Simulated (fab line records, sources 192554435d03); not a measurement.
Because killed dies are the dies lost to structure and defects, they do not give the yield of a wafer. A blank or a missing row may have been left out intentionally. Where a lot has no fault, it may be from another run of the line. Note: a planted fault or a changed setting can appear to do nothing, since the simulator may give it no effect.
Matching of chambers + flow n5Finfet + N5_FIN_SAQP_ETCH_67 on rieDiel-01 has 4 sister chambers
The step etches SiNx in CH3F/O2, target depth 30 nm. 30 wafers are shown with their chamber, then 12 later ones without.

WAFERS WITH THEIR CHAMBER
| wafer  | chamber | drypumpMotorCurrentA (A) | rfVppV (V) | throttleValvePct (%) |
|--------|---------|--------------------------|------------|----------------------|
| L074.3 | 1       | 6.3                      | 289        | 16.51                |
| L074.4 | 2       | 5.8                      | 296        | 16.69                |
| L074.5 | 3       | 6.1                      | 295        | 15.86                |
| L079.1 | 3       | 6.0                      | 295        | 15.89                |
| L079.2 | 1       | 6.3                      | 289        | 16.52                |
| L079.3 | 2       | 5.7                      | 297        | 16.71                |
| L079.4 | 0       | 4.9                      | 300        | 16.74                |
| L079.5 | 1       | 6.4                      | 289        | 16.51                |
| L079.6 | 0       | 4.8                      | 300        | 16.74                |
| L080.1 | 2       | 5.8                      | 297        | 16.71                |
| L080.4 | 1       | 6.3                      | 289        | 16.54                |
| L080.5 | 1       | 6.3                      | 291        | 16.54                |
| L081.1 | 0       | 4.8                      | 300        | 16.75                |
| L081.3 | 3       | 6.1                      | 293        | 15.91                |
| L081.6 | 3       | 6.1                      | 294        | 15.89                |
| L084.2 | 3       | 6.1                      | 294        | 15.91                |
| L084.5 | 1       | 6.3                      | 291        | 16.56                |
| L084.6 | 3       | 6.1                      | 293        | 15.91                |
| L090.1 | 2       | 5.8                      | 296        | 16.29                |
| L090.2 | 0       | 4.9                      | 299        | 16.78                |
| L090.3 | 1       | 6.3                      | 290        | 16.57                |
| L090.4 | 3       | 6.1                      | 294        | 15.92                |
| L090.5 | 2       | 5.8                      | 297        | 16.28                |
| L090.6 | 3       | 6.1                      | 295        | 15.94                |
| L094.1 | 0       | 4.9                      | 301        | 16.82                |
| L094.2 | 3       | 6.1                      | 294        | 15.95                |
| L094.4 | 3       | 6.1                      | 294        | 15.95                |
| L095.1 | 2       | 5.8                      | 297        | 16.32                |
| L095.2 | 0       | 4.8                      | 301        | 16.79                |
| L095.3 | 1       | 6.3                      | 290        | 16.60                |

SIGNATURES (means of the wafers above)
| reading              | chamber 0 | chamber 1 | chamber 2 | chamber 3 | scatter within a chamber |
|----------------------|-----------|-----------|-----------|-----------|--------------------------|
| drypumpMotorCurrentA | 4.850     | 6.312     | 5.783     | 6.090     | 0.0398                   |
| rfVppV               | 300.17    | 289.75    | 296.67    | 294.10    | 0.749                    |
| throttleValvePct     | 16.7700   | 16.5437   | 16.5000   | 15.9130   | 0.102                    |
Rule: for a wafer and a chamber, the distance is found by dividing, reading by reading, the gap between the wafer's reading and the chamber's mean by the reading's scatter, squaring, summing and taking the root. The wafer belongs to the nearest chamber; if the next one is less than 2 further off, it can't be placed. The scatter: take each reading less its chamber's mean, square it, sum over the shown wafers, divide by the number of wafers less the number of chambers, and take the root.

WAFERS MISSING THEIR CHAMBER
| wafer  | drypumpMotorCurrentA (A) | rfVppV (V) | throttleValvePct (%) |
|--------|--------------------------|------------|----------------------|
| L095.4 | 6.1                      | 295        | 15.94                |
| L095.5 | 4.9                      | 300        | 16.81                |
| L095.6 | 6.3                      | 288        | 16.61                |
| L096.1 | 4.9                      | 300        | 16.82                |
| L096.3 | 5.8                      | 298        | 16.32                |
| L096.5 | 5.7                      | 295        | 16.31                |
| L097.1 | 6.1                      | 296        | 15.94                |
| L097.2 | 5.8                      | 297        | 16.32                |
| L097.3 | 4.8                      | 299        | 16.82                |
| L097.4 | 4.8                      | 300        | 16.84                |
| L097.5 | 5.8                      | 297        | 16.32                |
| L097.6 | 6.1                      | 293        | 15.96                |

EACH ONE'S CHAMBER
| wafer  | from the rows above | in truth |
|--------|---------------------|----------|
| L095.4 | 3                   | 3        |
| L095.5 | 0                   | 0        |
| L095.6 | 1                   | 1        |
| L096.1 | 0                   | 0        |
| L096.3 | 2                   | 2        |
| L096.5 | 2                   | 2        |
| L097.1 | 3                   | 3        |
| L097.2 | 2                   | 2        |
| L097.3 | 0                   | 0        |
| L097.4 | 0                   | 0        |
| L097.5 | 2                   | 2        |
| L097.6 | 3                   | 3        |
Placed correctly: 12 of 12. Left unplaced by these rows: 0. 0 placed wrongly.
